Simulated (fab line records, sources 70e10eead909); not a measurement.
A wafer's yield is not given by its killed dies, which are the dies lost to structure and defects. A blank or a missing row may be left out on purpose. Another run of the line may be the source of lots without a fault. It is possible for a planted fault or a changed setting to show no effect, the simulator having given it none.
Matching of chambers	flow nand harc	NHARC_A_CHANNEL_HOLE_D1_DEP_01 on pecvd-01 has 3 sister chambers
The step deposits SiON, target thk 140 nm. 3 wafers are shown with their chamber, then 6 later ones without.

EACH WAFER AND ITS CHAMBER
wafer	chamber	heater power w (W)
L914.3	1	704
L915.3	0	872
L917.4	2	651

WAFERS WITH NO CHAMBER GIVEN
wafer	heater power w (W)
L917.6	721
L925.2	649
L926.2	661
L931.1	648
L931.3	936
L931.4	648

WHICH CHAMBER EACH ONE RAN IN
wafer	from the rows above	in truth
L917.6	can't be placed: 1 or 2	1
L925.2	can't be placed: 2 or 1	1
L926.2	can't be placed: 2 or 1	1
L931.1	can't be placed: 2 or 1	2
L931.3	0	0
L931.4	can't be placed: 2 or 1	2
1 of 6 placed correctly. Can't be placed from these rows: 5 (the true chamber is among the candidates in 5). Placed wrongly: 0.
How it was worked out, from the rows above alone: a wafer's distance from a chamber is the root of the sum, over the readings, of the square of ((its reading less the chamber's mean) divided by the reading's scatter). The wafer belongs to the nearest chamber; if the next one is less than 2 further off, it can't be placed. For every chamber, the mean is computed from those of its wafers that are shown. The scatter: root of mean squared gap, hidden wafer to nearest shown wafer, with one shown wafer a chamber.
